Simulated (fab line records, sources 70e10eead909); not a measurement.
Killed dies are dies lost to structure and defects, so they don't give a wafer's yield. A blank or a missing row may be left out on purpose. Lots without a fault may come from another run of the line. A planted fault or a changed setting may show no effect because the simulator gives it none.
A struck lot beside a sound one | flow nand_harc | 14 steps out of a route of 1302
Sound: wafers L744.1, L744.3, L744.4. Struck: wafer L743.3. (L743.4, L743.6 of the same lot were not struck and are left out.) The cause comes at the end.
At each step with rows: each side's tool, then ch and its chambers, then its first start. Under that, the readings that differ: sound wafers | struck wafers | difference of the means | sigmas: that difference in standard deviations of wafers without a fault.
alike: readings whose means differ by less than 2 such deviations, and words and numbers that are the same on both sides. not compared: withheld readings, readings that some wafer has no value for, bounds like >300 that may hide the same value, and numbers for which the record gives no deviation and whose values overlap.
The two part at a step that has a row with sigmas, a row that says differs or no value, or rows on one side only. Numbers that don't overlap but have no deviation are shown without sigmas and don't part them. A reading that every wafer of one side lacks parts them only if that side has two wafers or more.

NHARC_A_BLC_PVD_32: deposits Ti, target thk 5 nm, time 17.7 s.
  sound on pvd_sputter-03; struck on pvd_sputter-02
  reading                | sound          | struck | difference | sigmas
  throttle_valve_pct (%) | 28.9 29.6 29.5 | 30.9   | +1.6       | +2
NHARC_A_BLC_ALD_23: deposits TiN, target thk 3 nm, pulse time 1 s, ald cycles 150.
  sound on ald_metal-04 ch 0,2,3, day 24 16:32; struck on ald_metal-04 ch 3, day 25 00:35
  alike: heater_power_outer_w, heater_power_w, precursor_pulse_height_rel
NHARC_A_BLC_CVD_24: deposits W, target thk 150 nm, time 434 s.
  sound on cvd_w-02 ch 0,1; struck on cvd_w-01 ch 1
  reading                  | sound       | struck | difference | sigmas
  heater_power_outer_w (W) | 304 309 310 | 233    | -75        | -3
  heater_power_w (W)       | 495 494 506 | 388    | -110       | -3
  alike: chamber_pressure_Torr, throttle_valve_pct
NHARC_A_BLC_CMP_25: polishes, t overpolish 30 s, target thk 150 nm.
  sound on cmp-01 ch 0,1,3, day 24 17:17; struck on cmp-03 ch 0, day 25 01:46
  alike: motor_current_A, overpolish_run_s, slurry_flow_ml_min, time_to_endpoint_s
then, 1 step without rows for these wafers: NHARC_A_BLC_SRD_27.
NHARC_A_BLC_INSPECT_28:
  sound on defect_inspect-01, day 24 17:40; struck on defect_inspect-01, day 25 02:08
  alike: raw_defect_count
then, 5 steps without rows for these wafers: NHARC_A_M0_DEP_00 (deposits SiOC, target thk 150 nm); NHARC_A_M0_DEHYDRATE_01 (time 120 s); NHARC_A_M0_HMDS_02 (time 30 s); NHARC_A_M0_COAT_33 (time 65 s); NHARC_A_M0_COAT_03 (resist thk 90 nm).
NHARC_A_M0_SOFTBAKE_04: time 55 s.
  sound on litho_track-01 ch 0, day 24 18:00; struck on litho_track-01 ch 0, day 25 02:00
  reading                  | sound                | struck | difference | sigmas
  heater_power_total_W (W) | 188.38 188.23 188.32 | 322.95 | +134.64    | +99 or more
  alike: exhaust_pa
then, 1 step without rows for these wafers: NHARC_A_M0_EBR_05.
NHARC_END_SORT_01:
  sound on prober-02 ch 0, day 26 11:56; struck on prober-01 ch 0, day 26 20:50
  reading                  | sound          | struck | difference | sigmas
  defect_limited_yield (%) | 95.9 95.6 96.8 | 86.0   | -10.1      | -4
  killed_at_array          | 22 25 20       | 92     | +70        | +4
  killed_dies              | 28 30 22       | 95     | +68        | +4
  killed_short             | 2 5 2          | 6      | +3         | +2
  sort_bin_2_pct (%)       | 1.0 1.9 1.0    | 5.0    | +3.7       | +3
  sort_bin_3_pct (%)       | 0.1 0 0.4      | 1.8    | +1.6       | +4
  sort_bin_4_pct (%)       | 3.0 2.5 1.8    | 7.2    | +4.8       | +3
  sort_n_pass              | 649 647 655    | 582    | -68        | -4
  sort_yield_pct (%)       | 95.9 95.6 96.8 | 86.0   | -10.1      | -4
  alike: killed_at_other, killed_at_periphery, killed_open, sort_rim_yield_pct

WHERE THEY PART
First at NHARC_A_BLC_PVD_32; last, within this record, at NHARC_END_SORT_01.

WHY: what the simulator had put in
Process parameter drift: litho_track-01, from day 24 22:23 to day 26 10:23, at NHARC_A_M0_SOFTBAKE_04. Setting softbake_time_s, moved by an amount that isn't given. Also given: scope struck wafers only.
